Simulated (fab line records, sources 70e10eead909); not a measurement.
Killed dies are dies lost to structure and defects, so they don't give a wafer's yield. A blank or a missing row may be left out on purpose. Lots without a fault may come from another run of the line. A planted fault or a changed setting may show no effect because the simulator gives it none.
Which tool did it? | flow nand_harc | 23 lots, 69 wafers sampled, at 6 steps of a route of 1302

WHAT THE GAUGES READ, wafer by wafer
The record holds no reading of a measuring or inspecting step that can be judged against a usual standard deviation.

WHICH TOOL RAN EACH LOT (tool, then ch and the chambers of the sampled wafers, then the start)
lot  | NHARC_A_STAIRCASE_TRIM_200                    | NHARC_A_STAIRCASE_TRIM_226                    | NHARC_A_STAIRCASE_TRIM_229         | NHARC_A_STAIRCASE_ETCH_230     | NHARC_A_STAIRCASE_ETCH_236     | NHARC_A_STAIRCASE_ETCH_294
L074 | rie_diel-11 ch 2,3, day 16 00:35 or earlier   | rie_diel-02 ch 1,3, day 16 00:35 or earlier   | rie_diel-11 ch 0,1,3, day 16 00:35 | rie_diel-11 ch 0,1, no start   | rie_diel-11 ch 0,1,2, no start | rie_diel-02 ch 0,1,3, no start
L075 | rie_diel-02 ch 0,1,2, day 16 18:59 or earlier | rie_diel-04 ch 0,1,2, day 16 18:59 or earlier | rie_diel-04 ch 1,2,3, day 16 18:59 | rie_diel-04 ch 1,2,3, no start | rie_diel-04 ch 0,1,2, no start | rie_diel-11 ch 0,1,2, no start
L076 | rie_diel-04 ch 1,2, day 16 19:13 or earlier   | rie_diel-02 ch 2,3, day 16 19:13 or earlier   | rie_diel-02 ch 0,2,3, day 16 19:13 | rie_diel-02 ch 0,3, no start   | rie_diel-02 ch 2,3, no start   | rie_diel-04 ch 1,2, no start
L077 | rie_diel-11 ch 2,3, day 16 19:29 or earlier   | rie_diel-11 ch 0,1,3, day 16 19:29 or earlier | rie_diel-11 ch 0,2,3, day 16 19:29 | rie_diel-11 ch 0,2, no start   | rie_diel-11 ch 0,2, no start   | rie_diel-04 ch 1,2, no start
L078 | rie_diel-04 ch 1,2,3, day 17 17:21 or earlier | rie_diel-04 ch 0,1,2, day 17 17:21 or earlier | rie_diel-04 ch 0,2, day 17 17:21   | rie_diel-04 ch 0,1,2, no start | rie_diel-04 ch 2,3, no start   | rie_diel-02 ch 1,2,3, no start
L079 | rie_diel-02 ch 0,1, day 17 22:38 or earlier   | rie_diel-04 ch 1,2, day 17 22:38 or earlier   | rie_diel-04 ch 1,3, day 17 22:38   | rie_diel-04 ch 0,3, no start   | rie_diel-04 ch 0,2,3, no start | rie_diel-02 ch 0,3, no start
L080 | rie_diel-04 ch 0,2,3, day 18 16:12 or earlier | rie_diel-11 ch 1,2,3, day 18 16:12 or earlier | rie_diel-04 ch 0,1,3, day 18 16:12 | rie_diel-04 ch 0,1, no start   | rie_diel-04 ch 2,3, no start   | rie_diel-02 ch 1,2, no start
L081 | rie_diel-04 ch 0,1,2, day 18 17:25 or earlier | rie_diel-04 ch 1,2,3, day 18 17:25 or earlier | rie_diel-04 ch 1,2, day 18 17:25   | rie_diel-04 ch 0,3, no start   | rie_diel-04 ch 1,2,3, no start | rie_diel-04 ch 0,2,3, no start
L082 | rie_diel-04 ch 0,1, day 19 09:13 or earlier   | rie_diel-04 ch 0,3, day 19 09:13 or earlier   | rie_diel-02 ch 0,1, day 19 09:13   | rie_diel-02 ch 0,1,2, no start | rie_diel-02 ch 0,1,2, no start | rie_diel-11 ch 0,2,3, no start
L084 | rie_diel-02 ch 0,1,3, day 20 04:46 or earlier | rie_diel-11 ch 2,3, day 20 04:46 or earlier   | rie_diel-11 ch 0,1,2, day 20 04:46 | rie_diel-11 ch 0,1,3, no start | rie_diel-11 ch 0,1,2, no start | rie_diel-04 ch 2,3, no start
L083 | rie_diel-02 ch 0,2,3, day 20 07:52 or earlier | rie_diel-02 ch 0,2, day 20 07:52 or earlier   | rie_diel-02 ch 1,2, day 20 07:52   | rie_diel-02 ch 0,1,3, no start | rie_diel-02 ch 0,1,3, no start | rie_diel-11 ch 2,3, no start
L085 | rie_diel-04 ch 0,3, day 20 18:39 or earlier   | rie_diel-02 ch 0,2,3, day 20 18:39 or earlier | rie_diel-04 ch 1,2, day 20 18:39   | rie_diel-04 ch 1,2, no start   | rie_diel-04 ch 1,2,3, no start | rie_diel-02 ch 0,2, no start
L086 | rie_diel-11 ch 1,3, day 20 22:56 or earlier   | rie_diel-04 ch 1,3, day 20 22:56 or earlier   | rie_diel-02 ch 0,1,2, day 20 22:56 | rie_diel-02 ch 1,2,3, no start | rie_diel-02 ch 0,2,3, no start | rie_diel-11 ch 0,2, no start
L087 | rie_diel-02 ch 0,2,3, day 21 05:41 or earlier | rie_diel-11 ch 1,2,3, day 21 05:41 or earlier | rie_diel-04 ch 1,2, day 21 05:41   | rie_diel-04 ch 1,2, no start   | rie_diel-04 ch 0,1, no start   | rie_diel-04 ch 1,2, no start
L088 | rie_diel-11 ch 0,1, day 22 01:43 or earlier   | rie_diel-04 ch 0,3, day 22 01:43 or earlier   | rie_diel-11 ch 0,1, day 22 01:43   | rie_diel-11 ch 0,1,2, no start | rie_diel-11 ch 1,2, no start   | rie_diel-04 ch 1,3, no start
L089 | rie_diel-04 ch 1,2,3, day 22 02:37 or earlier | rie_diel-04 ch 1,2,3, day 22 02:37 or earlier | rie_diel-04 ch 0,1,3, day 22 02:37 | rie_diel-04 ch 1,2,3, no start | rie_diel-04 ch 0,1,3, no start | rie_diel-02 ch 0,1,3, no start
L091 | rie_diel-02 ch 0,1,2, day 22 17:55 or earlier | rie_diel-02 ch 0,1,2, day 22 17:55 or earlier | rie_diel-11 ch 0,1,3, day 22 17:55 | rie_diel-11 ch 0,1,3, no start | rie_diel-11 ch 1,2,3, no start | rie_diel-11 ch 0,2,3, no start
L093 | rie_diel-04 ch 0,2,3, day 23 22:20 or earlier | rie_diel-11 ch 0,1,2, day 23 22:20 or earlier | rie_diel-11 ch 0,2,3, day 23 22:20 | rie_diel-11 ch 1,2, no start   | rie_diel-11 ch 0,2, no start   | rie_diel-02 ch 0,1,2, no start
L092 | rie_diel-02 ch 1,2,3, day 23 22:38 or earlier | rie_diel-11 ch 0,2,3, day 23 22:38 or earlier | rie_diel-04 ch 0,1,2, day 23 22:38 | rie_diel-04 ch 0,1,3, no start | rie_diel-04 ch 0,1,2, no start | rie_diel-04 ch 0,1,3, no start
L095 | rie_diel-02 ch 1,2,3, day 24 08:56 or earlier | rie_diel-02 ch 1,2,3, day 24 08:56 or earlier | rie_diel-02 ch 0,1,2, day 24 08:56 | rie_diel-02 ch 0,1,2, no start | rie_diel-02 ch 0,1,2, no start | rie_diel-11 ch 1,2,3, no start
L094 | rie_diel-04 ch 0,1, day 25 05:32 or earlier   | rie_diel-04 ch 0,1, day 25 05:32 or earlier   | rie_diel-04 ch 0,1,3, day 25 05:32 | rie_diel-04 ch 2,3, no start   | rie_diel-04 ch 0,1, no start   | rie_diel-04 ch 1,2, no start
L096 | rie_diel-04 ch 0,1,2, day 25 20:11 or earlier | rie_diel-11 ch 0,2,3, day 25 20:11 or earlier | rie_diel-04 ch 0,1,3, day 25 20:11 | rie_diel-04 ch 0,3, no start   | rie_diel-04 ch 0,1,3, no start | rie_diel-02 ch 1,2, no start
L097 | rie_diel-02 ch 0,2, day 25 23:49 or earlier   | rie_diel-02 ch 0,1,3, day 25 23:49 or earlier | rie_diel-02 ch 0,1, day 25 23:49   | rie_diel-02 ch 0,2,3, no start | rie_diel-02 ch 1,2, no start   | rie_diel-02 ch 1,3, no start
- NHARC_A_STAIRCASE_TRIM_200: chemistry O2, time 211.2 s.
- NHARC_A_STAIRCASE_TRIM_226: chemistry O2, time 211.2 s.
- NHARC_A_STAIRCASE_TRIM_229: chemistry O2, time 211.2 s.
- NHARC_A_STAIRCASE_ETCH_230: etches the open film in C4F8/O2, target depth 100 nm, time 40.5 s.
- NHARC_A_STAIRCASE_ETCH_236: etches the open film in C4F8/O2, target depth 100 nm, time 40.5 s.
- NHARC_A_STAIRCASE_ETCH_294: etches the open film in C4F8/O2/Ar, target depth 4989 nm, time 1211.6 s.

WHAT THE TOOLS THEMSELVES READ (means of the sampled wafers that have a number; where no wafer has one, the mark that the record gives instead)
NHARC_A_STAIRCASE_TRIM_200.
lot  | tool        | drypump_motor_current_A (A) | o2_flow_sccm (sccm) | oes_product_au (a.u.) | rf_vpp_V (V) | showerhead_plenum_p_Torr (Torr) | throttle_valve_pct (%)
L074 | rie_diel-11 | 5.8                         | 501.8               | 1.005                 | 58.1         | 3.41                            | 17.042
L075 | rie_diel-02 | 5.8                         | 498.6               | 1.000                 | 57.2         | 3.50                            | 17.032
L076 | rie_diel-04 | 5.9                         | 500.7               | 0.997                 | 58.1         | 3.62                            | 17.036
L077 | rie_diel-11 | 5.8                         | 499.0               | 1.002                 | 57.9         | 3.41                            | 17.035
L078 | rie_diel-04 | 5.6                         | 500.1               | 0.997                 | 58.3         | 3.57                            | 17.037
L079 | rie_diel-02 | 5.6                         | 500.0               | 1.007                 | 57.7         | 3.46                            | 17.032
L080 | rie_diel-04 | 5.5                         | 500.5               | 1.001                 | 57.7         | 3.57                            | 17.030
L081 | rie_diel-04 | 5.7                         | 500.8               | 1.004                 | 57.6         | 3.62                            | 17.032
L082 | rie_diel-04 | 5.6                         | 499.0               | 0.996                 | 58.9         | 3.64                            | 17.043
L084 | rie_diel-02 | 5.5                         | 499.9               | 0.998                 | 57.7         | 3.54                            | 17.031
L083 | rie_diel-02 | 5.6                         | 500.1               | 0.999                 | 57.0         | 3.43                            | 17.032
L085 | rie_diel-04 | 5.4                         | 500.2               | 1.006                 | 57.1         | 3.58                            | 17.028
L086 | rie_diel-11 | 5.7                         | 499.0               | 0.998                 | 58.3         | 3.48                            | 17.037
L087 | rie_diel-02 | 5.6                         | 499.3               | 1.003                 | 57.6         | 3.43                            | 17.041
L088 | rie_diel-11 | 5.6                         | 499.2               | 1.002                 | 57.0         | 3.36                            | 17.038
L089 | rie_diel-04 | 5.5                         | 501.9               | 0.996                 | 57.8         | 3.55                            | 17.037
L091 | rie_diel-02 | 5.8                         | 500.0               | 1.000                 | 57.7         | 3.48                            | 17.033
L093 | rie_diel-04 | 5.5                         | 500.9               | 1.008                 | 57.6         | 3.55                            | 17.030
L092 | rie_diel-02 | 5.7                         | 499.1               | 1.006                 | 57.4         | 3.57                            | 17.035
L095 | rie_diel-02 | 5.7                         | 500.3               | 0.996                 | 58.5         | 3.57                            | 17.035
L094 | rie_diel-04 | 5.7                         | 500.1               | 1.002                 | 58.4         | 3.60                            | 17.036
L096 | rie_diel-04 | 5.8                         | 499.5               | 1.003                 | 58.2         | 3.59                            | 17.038
L097 | rie_diel-02 | 5.7                         | 500.6               | 1.004                 | 57.8         | 3.32                            | 17.029

NHARC_A_STAIRCASE_TRIM_226.
lot  | tool        | drypump_motor_current_A (A) | o2_flow_sccm (sccm) | oes_product_au (a.u.) | rf_vpp_V (V) | showerhead_plenum_p_Torr (Torr) | throttle_valve_pct (%)
L074 | rie_diel-02 | 5.43                        | 500.7               | 0.994                 | 58.1         | 3.66                            | 17.040
L075 | rie_diel-04 | 5.77                        | 499.8               | 0.999                 | 58.0         | 3.63                            | 17.040
L076 | rie_diel-02 | 5.75                        | 500.9               | 1.007                 | 58.5         | 3.49                            | 17.040
L077 | rie_diel-11 | 5.61                        | 499.9               | 1.006                 | 58.0         | 3.47                            | 17.043
L078 | rie_diel-04 | 5.77                        | 500.3               | 1.002                 | 57.7         | 3.63                            | 17.031
L079 | rie_diel-04 | 5.87                        | 498.5               | 1.000                 | 57.9         | 3.61                            | 17.044
L080 | rie_diel-11 | 5.76                        | 500.0               | 1.005                 | 57.1         | 3.44                            | 17.023
L081 | rie_diel-04 | 5.54                        | 500.5               | 1.000                 | 58.4         | 3.56                            | 17.033
L082 | rie_diel-04 | 5.40                        | 499.1               | 1.002                 | 58.2         | 3.58                            | 17.026
L084 | rie_diel-11 | 5.79                        | 500.4               | 1.002                 | 58.8         | 3.76                            | 17.028
L083 | rie_diel-02 | 5.89                        | 499.8               | 1.008                 | 57.2         | 3.37                            | 17.043
L085 | rie_diel-02 | 5.63                        | 500.5               | 1.000                 | 57.9         | 3.43                            | 17.040
L086 | rie_diel-04 | 5.22                        | 499.4               | 1.003                 | 58.7         | 3.50                            | 17.032
L087 | rie_diel-11 | 5.76                        | 499.0               | 1.002                 | 58.5         | 3.61                            | 17.027
L088 | rie_diel-04 | 5.16                        | 500.1               | 1.009                 | 57.8         | 3.51                            | 17.037
L089 | rie_diel-04 | 5.57                        | 501.2               | 1.003                 | 58.9         | 3.55                            | 17.032
L091 | rie_diel-02 | 5.82                        | 500.6               | 0.991                 | 57.6         | 3.48                            | 17.034
L093 | rie_diel-11 | 5.64                        | 499.8               | 1.013                 | 57.4         | 3.49                            | 17.051
L092 | rie_diel-11 | 5.63                        | 501.6               | 1.010                 | 58.0         | 3.57                            | 17.035
L095 | rie_diel-02 | 5.68                        | 499.9               | 0.990                 | 58.3         | 3.57                            | 17.043
L094 | rie_diel-04 | 5.64                        | 499.6               | 1.003                 | 58.5         | 3.61                            | 17.033
L096 | rie_diel-11 | 5.62                        | 500.0               | 1.004                 | 57.3         | 3.56                            | 17.025
L097 | rie_diel-02 | 5.55                        | 500.6               | 1.003                 | 58.2         | 3.52                            | 17.031

NHARC_A_STAIRCASE_TRIM_229.
lot  | tool        | drypump_motor_current_A (A) | o2_flow_sccm (sccm) | oes_product_au (a.u.) | rf_vpp_V (V) | showerhead_plenum_p_Torr (Torr) | throttle_valve_pct (%)
L074 | rie_diel-11 | 5.6                         | 498.6               | 1.002                 | 57.7         | 3.47                            | 17.032
L075 | rie_diel-04 | 5.6                         | 500.5               | 0.999                 | 58.1         | 3.57                            | 17.028
L076 | rie_diel-02 | 5.6                         | 499.5               | 1.002                 | 57.7         | 3.45                            | 17.037
L077 | rie_diel-11 | 5.6                         | 501.5               | 1.006                 | 58.4         | 3.42                            | 17.040
L078 | rie_diel-04 | 5.7                         | 499.7               | 1.008                 | 57.6         | 3.63                            | 17.040
L079 | rie_diel-04 | 5.2                         | 499.9               | 1.011                 | 59.1         | 3.52                            | 17.045
L080 | rie_diel-04 | 5.4                         | 500.1               | 1.000                 | 57.2         | 3.58                            | 17.036
L081 | rie_diel-04 | 5.9                         | 501.4               | 0.996                 | 56.9         | 3.61                            | 17.034
L082 | rie_diel-02 | 5.7                         | 501.4               | 0.992                 | 58.2         | 3.60                            | 17.027
L084 | rie_diel-11 | 5.6                         | 500.5               | 1.006                 | 57.4         | 3.51                            | 17.037
L083 | rie_diel-02 | 5.9                         | 499.4               | 0.990                 | 57.3         | 3.63                            | 17.035
L085 | rie_diel-04 | 5.9                         | 500.8               | 1.000                 | 57.2         | 3.60                            | 17.040
L086 | rie_diel-02 | 5.8                         | 500.4               | 0.995                 | 58.4         | 3.48                            | 17.034
L087 | rie_diel-04 | 5.9                         | 499.4               | 0.993                 | 57.9         | 3.59                            | 17.038
L088 | rie_diel-11 | 5.6                         | 500.3               | 1.006                 | 57.7         | 3.36                            | 17.041
L089 | rie_diel-04 | 5.4                         | 499.0               | 1.003                 | 57.5         | 3.56                            | 17.034
L091 | rie_diel-11 | 5.6                         | 500.0               | 1.011                 | 57.5         | 3.44                            | 17.037
L093 | rie_diel-11 | 5.6                         | 500.3               | 1.001                 | 57.3         | 3.57                            | 17.050
L092 | rie_diel-04 | 5.8                         | 500.7               | 1.003                 | 58.3         | 3.60                            | 17.034
L095 | rie_diel-02 | 5.8                         | 499.8               | 0.999                 | 57.8         | 3.47                            | 17.029
L094 | rie_diel-04 | 5.4                         | 499.8               | 1.002                 | 57.8         | 3.55                            | 17.036
L096 | rie_diel-04 | 5.4                         | 500.8               | 1.008                 | 58.0         | 3.54                            | 17.035
L097 | rie_diel-02 | 5.7                         | 498.1               | 1.005                 | 58.1         | 3.57                            | 17.041

NHARC_A_STAIRCASE_ETCH_230.
lot  | tool        | oes_product_au (a.u.) | rf_vpp_V (V)
L074 | rie_diel-11 | 0.984                 | 891
L075 | rie_diel-04 | 0.947                 | 898
L076 | rie_diel-02 | 0.941                 | 894
L077 | rie_diel-11 | 0.938                 | 887
L078 | rie_diel-04 | 0.927                 | 900
L079 | rie_diel-04 | 0.956                 | 898
L080 | rie_diel-04 | 0.962                 | 900
L081 | rie_diel-04 | 0.948                 | 895
L082 | rie_diel-02 | 0.966                 | 895
L084 | rie_diel-11 | 0.945                 | 893
L083 | rie_diel-02 | 0.943                 | 897
L085 | rie_diel-04 | 0.960                 | 898
L086 | rie_diel-02 | 0.925                 | 898
L087 | rie_diel-04 | 0.972                 | 899
L088 | rie_diel-11 | 0.964                 | 895
L089 | rie_diel-04 | 0.941                 | 897
L091 | rie_diel-11 | 0.936                 | 893
L093 | rie_diel-11 | 0.943                 | 900
L092 | rie_diel-04 | 0.967                 | 896
L095 | rie_diel-02 | 0.949                 | 894
L094 | rie_diel-04 | 0.952                 | 896
L096 | rie_diel-04 | 0.978                 | 895
L097 | rie_diel-02 | 0.947                 | 892

NHARC_A_STAIRCASE_ETCH_236.
lot  | tool        | oes_product_au (a.u.) | rf_vpp_V (V)
L074 | rie_diel-11 | 0.942                 | 888
L075 | rie_diel-04 | 0.941                 | 900
L076 | rie_diel-02 | 0.946                 | 894
L077 | rie_diel-11 | 0.952                 | 887
L078 | rie_diel-04 | 0.942                 | 897
L079 | rie_diel-04 | 0.942                 | 897
L080 | rie_diel-04 | 0.953                 | 898
L081 | rie_diel-04 | 0.948                 | 898
L082 | rie_diel-02 | 0.943                 | 895
L084 | rie_diel-11 | 0.944                 | 896
L083 | rie_diel-02 | 0.940                 | 897
L085 | rie_diel-04 | 0.937                 | 896
L086 | rie_diel-02 | 0.938                 | 891
L087 | rie_diel-04 | 0.948                 | 899
L088 | rie_diel-11 | 0.949                 | 896
L089 | rie_diel-04 | 0.942                 | 898
L091 | rie_diel-11 | 0.943                 | 898
L093 | rie_diel-11 | 0.946                 | 894
L092 | rie_diel-04 | 0.950                 | 898
L095 | rie_diel-02 | 0.942                 | 894
L094 | rie_diel-04 | 0.953                 | 899
L096 | rie_diel-04 | 0.954                 | 896
L097 | rie_diel-02 | 0.951                 | 899

NHARC_A_STAIRCASE_ETCH_294.
lot  | tool        | oes_product_au (a.u.) | rf_vpp_V (V)
L074 | rie_diel-02 | 0.932                 | 1829
L075 | rie_diel-11 | 0.938                 | 1811
L076 | rie_diel-04 | 0.920                 | 1834
L077 | rie_diel-04 | 0.924                 | 1834
L078 | rie_diel-02 | 0.933                 | 1831
L079 | rie_diel-02 | 0.944                 | 1825
L080 | rie_diel-02 | 0.929                 | 1835
L081 | rie_diel-04 | 0.939                 | 1830
L082 | rie_diel-11 | 0.938                 | 1831
L084 | rie_diel-04 | 0.924                 | 1824
L083 | rie_diel-11 | 0.932                 | 1839
L085 | rie_diel-02 | 0.945                 | 1815
L086 | rie_diel-11 | 0.923                 | 1835
L087 | rie_diel-04 | 0.948                 | 1832
L088 | rie_diel-04 | 0.933                 | 1828
L089 | rie_diel-02 | 0.936                 | 1827
L091 | rie_diel-11 | 0.934                 | 1830
L093 | rie_diel-02 | 0.922                 | 1822
L092 | rie_diel-04 | 0.937                 | 1829
L095 | rie_diel-11 | 0.932                 | 1832
L094 | rie_diel-04 | 0.933                 | 1830
L096 | rie_diel-02 | 0.931                 | 1832
L097 | rie_diel-02 | 0.924                 | 1835

THE ANSWER, worked out from the rows above alone
Rule: what is usual is taken from the lots themselves. Put in order of their means at a reading, lots are off if they are a third of the lots or fewer, leave a main group of 4 or more, and stand apart from it by a gap of 3 or more times the standard deviation of the main group's means; of several such gaps the widest counts. A main group whose means are all the same, to the digits that the tables above print for the reading, isn't used. A lot without any number at a reading at which 4 lots or more have one is off too. The other lots that the step has rows for count as sound. The gauges are gone through in route order, then the tools' own readings, and for those a lot's mean is taken as printed above. The first step at which some lot is off is used, and at that step the reading that is off furthest; a lot without a number counts as furthest.
No lot is off at any reading shown: from this, nothing can be told.

WHAT THE SIMULATOR HAD PUT IN
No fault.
